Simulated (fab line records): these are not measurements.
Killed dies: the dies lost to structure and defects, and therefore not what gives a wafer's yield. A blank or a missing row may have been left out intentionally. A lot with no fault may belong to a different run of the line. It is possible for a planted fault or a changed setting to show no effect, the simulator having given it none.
Chamber matching    flow n5-finfet    rie-diel-05 running N5_BEOL_M0_SAQP_DESCUM_19: 4 sister chambers
The step chemistry O2, time 7.9 s. 8 wafers are shown with their chamber, then 7 later ones without.

WAFERS, EACH WITH ITS CHAMBER
wafer   chamber  drypump-motor-current-A (A)  throttle-valve-pct (%)
L591.4  1        5.5                          20.01
L591.5  0        6.4                          20.54
L591.6  2        5.7                          19.93
L596.2  0        6.4                          20.56
L596.4  2        5.7                          19.93
L596.5  3        5.5                          20.30
L598.2  3        5.5                          20.32
L598.5  1        5.4                          20.03

WAFERS WHOSE CHAMBER IS MISSING
wafer   drypump-motor-current-A (A)  throttle-valve-pct (%)
L598.6  5.7                          19.95
L599.2  5.5                          20.32
L599.4  5.7                          19.95
L599.5  5.7                          19.95
L600.3  5.5                          20.34
L600.4  5.7                          19.95
L600.5  5.8                          19.95

THE CHAMBER EACH PASSED THROUGH
wafer   from the rows above  in truth
L598.6  2                    2
L599.2  3                    3
L599.4  2                    2
L599.5  2                    2
L600.3  3                    3
L600.4  2                    2
L600.5  2                    2
7 of 7 placed correctly. Not placeable from these rows: 0. Placed wrongly: 0.
How it was worked out, from the rows above alone: a wafer's distance from a chamber is the root of the sum, over the readings, of the square of ((its reading less the chamber's mean) divided by the reading's scatter). If the next closest chamber is less than 2 further off than the closest, the wafer can't be placed; otherwise it belongs to the closest. The mean given for a chamber averages the wafers shown for that chamber. The scatter is the square root of a quotient: the sum, over the shown wafers, of each reading's squared deviation from its chamber's mean, divided by wafers minus chambers.
